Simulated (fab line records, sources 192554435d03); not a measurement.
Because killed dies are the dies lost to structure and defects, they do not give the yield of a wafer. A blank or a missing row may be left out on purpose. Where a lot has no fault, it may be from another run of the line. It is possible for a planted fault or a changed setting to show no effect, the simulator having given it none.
Which tool was responsible? + flow n5 finfet + at 1 step of a route of 1938, 12 lots with 36 wafers sampled

WHAT THE GAUGES SHOWED, per wafer
N5_BEOL_M13_INSPECT_55: inspects for defects (darkfield).
| lot  | measured     | on                | raw defect count |
|------|--------------|-------------------|------------------|
| L075 | day 11 12:59 | defect inspect-01 | 96 96 103        |
| L080 | day 12 09:34 | defect inspect-01 | 70 104 75        |
| L077 | day 12 20:02 | defect inspect-02 | 71 60 64         |
| L078 | day 12 22:08 | defect inspect-02 | 36 100 76        |
| L083 | day 13 13:11 | defect inspect-02 | 57 94 60         |
| L085 | day 14 11:08 | defect inspect-01 | 44 62 54         |
| L089 | day 14 19:10 | defect inspect-02 | 71 64 36         |
| L091 | day 14 21:44 | defect inspect-02 | 74 65 67         |
| L088 | day 15 01:53 | defect inspect-02 | 54 36 51         |
| L094 | day 16 05:52 | defect inspect-01 | 57 57 39         |
| L096 | day 17 00:59 | defect inspect-02 | 47 82 54         |
| L095 | day 17 09:59 | defect inspect-01 | 67 70 53         |

TOOL THAT RAN EACH LOT (tool first, then ch and the chambers of the sampled wafers, then the start)
No process step before these readings appears in the record.

THE ANSWER, worked out from the rows above alone
Rule: the usual values come from the lots themselves. Put in order of their means at a reading, lots are off if they are a third of the lots or fewer, leave a main group of 4 or more, and stand apart from it by a gap of 3 or more times the standard deviation of the main group's means; of several such gaps the widest counts. A main group is skipped when, at the precision printed for the reading in the tables above, its means are all equal. A lot without any number at a reading at which 4 lots or more have one is off too. The other lots that the step has rows for count as sound.
None of the lots is off at any reading shown; this tells nothing.

WHAT THE SIMULATOR HAD PUT IN
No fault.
